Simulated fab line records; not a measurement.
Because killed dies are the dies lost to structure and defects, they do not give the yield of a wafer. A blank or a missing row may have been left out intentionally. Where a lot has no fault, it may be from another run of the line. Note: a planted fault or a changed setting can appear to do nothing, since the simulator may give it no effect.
What tool caused it?	flow n5Finfet	Sampling: 24 lots, 72 wafers, 4 of 1938 route steps

== WHAT THE GAUGES SHOWED, per wafer ==
N5_BEOL_M11_OCD_MEAS_38. Usual: trenchDepthNm reads 146.6 nm (standard deviation 2.4).
lot	measured	on	trenchDepthNm (nm)	flag
L074	day 10 14:50	ocd-02	149.5 152.1 147.4	
L075	day 10 15:18	ocd-02	145.9 145.2 144.0	
L076	day 10 18:20	ocd-02	148.9 148.2 148.8	
L078	day 11 08:28	ocd-02	146.9 146.9 144.8	
L079	day 11 08:51	ocd-02	148.2 151.4 150.3	
L077	day 11 09:02	ocd-01	145.9 145.5 147.7	
L080	day 11 14:37	ocd-01	142.9 147.5 146.8	
L081	day 12 00:25	ocd-02	143.3 143.8 145.6	
L082	day 12 08:14	ocd-01	146.8 144.3 145.8	
L083	day 12 11:49	ocd-01	148.2 148.1 148.1	
L084	day 12 19:38	ocd-02	144.3 146.2 145.9	
L085	day 13 00:36	ocd-01	144.7 147.0 144.8	
L086	day 13 07:09	ocd-01	147.3 146.8 145.5	
L088	day 13 13:12	ocd-01	149.2 145.4 150.2	
L089	day 13 19:46	ocd-02	144.7 145.8 146.6	
L090	day 13 20:55	ocd-02	145.8 144.6 144.3	
L087	day 13 23:56	ocd-01	150.9 146.9 147.8	
L091	day 14 01:47	ocd-01	145.8 145.0 146.5	
L092	day 15 17:03	ocd-02	148.4 142.7 144.2	
L097	day 15 20:02	ocd-01	144.6 143.7 149.0	
L093	day 15 20:11	ocd-01	148.7 152.0 152.5	
L094	day 15 20:29	ocd-02	143.6 150.5 143.9	
L095	day 15 23:33	ocd-01	150.7 150.5 150.8	
L096	day 17 01:02	ocd-01	143.0 145.1 146.0	

N5_BEOL_M12_OVL_MEAS_11. Usual: V11_OVL typically reads 5 nm, with standard deviation 6.6.
lot	measured	on	V11_OVL (nm)	flag
L074	day 10 19:22	overlay-01	0 6 4	
L075	day 10 19:44	overlay-01	7 6 9	
L076	day 10 23:01	overlay-01	14 9 16	
L078	day 11 11:16	overlay-01	11 12 11	
L079	day 11 12:04	overlay-02	10 -8 -3	
L077	day 11 12:31	overlay-02	7 0 3	
L080	day 11 17:59	overlay-01	5 4 9	
L081	day 12 03:28	overlay-01	-13 -14 -3	
L082	day 12 12:58	overlay-02	-5 -4 -1	
L083	day 12 14:59	overlay-01	9 9 9	
L084	day 12 23:57	overlay-02	1 2 -1	
L085	day 13 03:31	overlay-02	0 6 -2	
L086	day 13 10:28	overlay-01	6 -2 -7	
L088	day 13 16:43	overlay-02	11 7 13	
L089	day 13 23:22	overlay-01	-2 0 3	
L090	day 14 00:34	overlay-02	1 -7 -3	
L087	day 14 03:29	overlay-02	15 12 21	
L091	day 14 05:05	overlay-02	3 9 5	
L092	day 15 20:19	overlay-01	9 10 4	
L097	day 15 23:58	overlay-01	2 7 10	
L093	day 15 23:26	overlay-01	5 4 2	
L094	day 16 01:12	overlay-01	11 7 11	
L095	day 16 02:32	overlay-01	9 7 10	
L096	day 17 04:27	overlay-01	6 9 5	

== WHAT TOOL EACH LOT RAN ON (gives the tool, then ch and the chambers of the sampled wafers, and finally the start) ==
lot	N5_BEOL_M11_STRIP_36	N5_BEOL_M11_SURFACE_TREAT_76
L074	rieDiel-02 ch 1,2,3, day 10 14:37	pvdSputter-01, day 10 17:32
L075	rieDiel-04 ch 2,3, day 10 15:04	pvdSputter-03, day 10 18:06
L076	rieDiel-06 ch 1,2, day 10 18:06	pvdSputter-02, day 10 21:03
L078	rieDiel-04 ch 0,2,3, day 11 08:15	pvdSputter-03, day 11 09:34
L079	rieDiel-02 ch 1,3, day 11 08:38	pvdSputter-03, day 11 09:53
L077	rieDiel-04 ch 1,2,3, day 11 08:49	pvdSputter-01, day 11 10:32
L080	rieDiel-04 ch 0,2, day 11 14:24	pvdSputter-01, day 11 15:49
L081	rieDiel-04 ch 1,2,3, day 12 00:11	pvdSputter-01, day 12 01:39
L082	rieDiel-02 ch 1,2, day 12 08:01	pvdSputter-01, day 12 09:25
L083	rieDiel-06 ch 1,2,3, day 12 11:36	pvdSputter-01, day 12 12:46
L084	rieDiel-04 ch 0,2, day 12 19:25	pvdSputter-03, day 12 22:00
L085	rieDiel-04 ch 0,1, day 13 00:17	pvdSputter-01, day 13 01:40
L086	rieDiel-04 ch 0,1,3, day 13 06:56	pvdSputter-01, day 13 08:39
L088	rieDiel-02 ch 0,1,3, day 13 12:58	pvdSputter-03, day 13 14:46
L089	rieDiel-04 ch 1,2,3, day 13 19:33	pvdSputter-03, day 13 21:22
L090	rieDiel-04 ch 1,3, day 13 20:41	pvdSputter-03, day 13 22:18
L087	rieDiel-02 ch 1,3, day 13 23:43	pvdSputter-02, day 14 01:02
L091	rieDiel-04 ch 1,2, day 14 01:34	pvdSputter-03, day 14 03:13
L092	rieDiel-04 ch 0,1,2, day 15 16:49	pvdSputter-03, day 15 18:01
L097	rieDiel-04 ch 0,1,2, day 15 19:48	pvdSputter-02, day 15 21:14
L093	rieDiel-06 ch 0,3, day 15 19:58	pvdSputter-01, day 15 21:10
L094	rieDiel-04 ch 0,1,2, day 15 20:16	pvdSputter-02, day 15 22:09
L095	rieDiel-02 ch 0,3, day 15 23:19	pvdSputter-02, day 16 00:42
L096	rieDiel-04 ch 2,3, day 17 00:49	pvdSputter-02, day 17 02:04
- N5_BEOL_M11_STRIP_36: strips in N2/H2.
- N5_BEOL_M11_SURFACE_TREAT_76

== WHAT THE TOOLS THEMSELVES READ (means of the sampled wafers that have a number; where no wafer has one, the mark that the record gives instead) ==
N5_BEOL_M11_STRIP_36. Usual: chamberPressureMTorr 20.00 mTorr, standard deviation 0.04; drypumpMotorCurrentA 5.7 A, standard deviation 0.32; oesProductAu 0.77 a.u., standard deviation 0.077; rfVppV 59.3 V, standard deviation 1.7; showerheadPlenumPTorr 2.55 Torr, standard deviation 0.071; throttleValvePct 23.71 %, standard deviation 0.28.
lot	tool	chamberPressureMTorr (mTorr)	drypumpMotorCurrentA (A)	oesProductAu (a.u.)	rfVppV (V)	showerheadPlenumPTorr (Torr)	throttleValvePct (%)	flag
L074	rieDiel-02	20.01	5.6	0.79	60.1	2.57	23.83	
L075	rieDiel-04	20.01	5.8	0.71	58.8	2.63	23.68	
L076	rieDiel-06	20.05	5.8	0.81	58.5	2.50	23.63	
L078	rieDiel-04	20.01	5.8	0.72	60.9	2.58	23.58	
L079	rieDiel-02	20.01	5.5	0.82	60.6	2.58	23.65	
L077	rieDiel-04	19.99	5.8	0.74	59.4	2.57	23.74	
L080	rieDiel-04	19.97	6.0	0.70	59.2	2.58	23.48	
L081	rieDiel-04	19.98	5.7	0.75	61.7	2.57	23.73	
L082	rieDiel-02	19.97	5.8	0.75	60.5	2.55	23.99	
L083	rieDiel-06	19.99	5.6	0.77	58.6	2.47	23.80	
L084	rieDiel-04	20.01	6.0	0.71	58.9	2.57	23.50	
L085	rieDiel-04	19.98	5.9	0.73	60.0	2.48	23.41	
L086	rieDiel-04	19.99	5.7	0.73	59.5	2.52	23.66	
L088	rieDiel-02	19.96	5.6	0.82	60.8	2.58	23.88	
L089	rieDiel-04	20.02	5.7	0.72	57.2	2.56	23.74	
L090	rieDiel-04	20.03	5.7	0.76	58.2	2.51	23.79	
L087	rieDiel-02	19.98	5.8	0.81	60.0	2.57	23.91	
L091	rieDiel-04	20.02	6.0	0.74	58.4	2.56	23.67	
L092	rieDiel-04	20.00	5.9	0.82	62.0	2.51	23.48	
L097	rieDiel-04	19.99	5.9	0.82	59.5	2.51	23.50	
L093	rieDiel-06	20.01	5.2	0.85	60.2	2.53	23.45	
L094	rieDiel-04	20.06	5.9	0.82	58.6	2.51	23.47	
L095	rieDiel-02	19.97	5.3	0.79	59.4	2.57	23.68	
L096	rieDiel-04	19.96	5.8	0.70	59.6	2.61	23.77	

== THE ANSWER, worked out from the rows above alone ==
Rule: a lot is off if the mean of its wafers that have a number lies more than 3 standard deviations from the usual mean. Also off: a lot with no number at a reading for which 4 or more lots have one. The other lots that the step has rows for count as sound. The gauges are gone through in route order, then the tools' own readings, and for those a lot's mean is taken as printed above. The first step at which some lot is off is used, and at that step the reading that is off furthest; a lot without a number counts as furthest.
Nothing can be told from this: no lot is off at any reading shown.

== WHAT THE SIMULATOR HAD INSERTED ==
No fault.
